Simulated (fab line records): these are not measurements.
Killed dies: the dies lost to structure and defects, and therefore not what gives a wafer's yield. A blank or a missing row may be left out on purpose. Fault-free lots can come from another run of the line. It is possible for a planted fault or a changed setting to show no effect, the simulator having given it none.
Which tool did it? / flow n5 finfet / at 1 step of a route of 1938, 11 lots with 32 wafers sampled

== WHAT THE GAUGES SHOWED, per wafer ==
N5_GATE_CUT_CD_MEAS_13: the cd target is 20 nm.
lot=L610; measured=day 4 12:11; on=cd sem-01; cd nm (nm)=19.96 19.92 19.91
lot=L611; measured=day 4 20:29; on=cd sem-02; cd nm (nm)=19.70 19.65 19.89
lot=L615; measured=day 5 17:23; on=cd sem-01; cd nm (nm)=20.14 20.01 20.27
lot=L616; measured=day 5 22:35; on=cd sem-02; cd nm (nm)=20.43 19.74 20.04
lot=L617; measured=day 6 07:01; on=cd sem-02; cd nm (nm)=20.05 20.36 20.46
lot=L619; measured=day 6 22:14; on=cd sem-03; cd nm (nm)=19.81 19.98 20.01
lot=L621; measured=day 7 05:59; on=cd sem-03; cd nm (nm)=20.09 19.81 20.06
lot=L624; measured=day 8 03:26; on=cd sem-02; cd nm (nm)=20.15 19.78 19.82
lot=L625; measured=day 8 07:43; on=cd sem-03; cd nm (nm)=20.11 20.02
lot=L630; measured=day 9 13:52; on=cd sem-02; cd nm (nm)=19.99 20.26 19.73
lot=L633; measured=day 10 06:11; on=cd sem-03; cd nm (nm)=19.70 19.88 19.85

== WHICH TOOL RAN EACH LOT (tool, then ch and the chambers of the sampled wafers, then the start) ==
The record holds no process step before these readings.

== WHAT THE TOOLS THEMSELVES READ (means of the sampled wafers that have a number; where no wafer has one, the mark that the record gives instead) ==
The record holds no such reading with a usual standard deviation.

== THE ANSWER, worked out from the rows above alone ==
Rule: what is usual is taken from the lots themselves. Put in order of their means at a reading, lots are off if they are a third of the lots or fewer, leave a main group of 4 or more, and stand apart from it by a gap of 3 or more times the standard deviation of the main group's means; of several such gaps the widest counts. A main group is skipped when, at the precision printed for the reading in the tables above, its means are all equal. Also off: a lot with no number at a reading for which 4 or more lots have one. The other lots that the step has rows for count as sound. After the gauges, taken in route order, come the tools' own readings; for these a lot's mean is taken, as printed above. At the first step where some lot is off, the reading lying furthest off is the one used; lots without a number count as furthest.
No lot is off at any reading shown: from this, nothing can be told.

== WHAT THE SIMULATOR PUT IN ==
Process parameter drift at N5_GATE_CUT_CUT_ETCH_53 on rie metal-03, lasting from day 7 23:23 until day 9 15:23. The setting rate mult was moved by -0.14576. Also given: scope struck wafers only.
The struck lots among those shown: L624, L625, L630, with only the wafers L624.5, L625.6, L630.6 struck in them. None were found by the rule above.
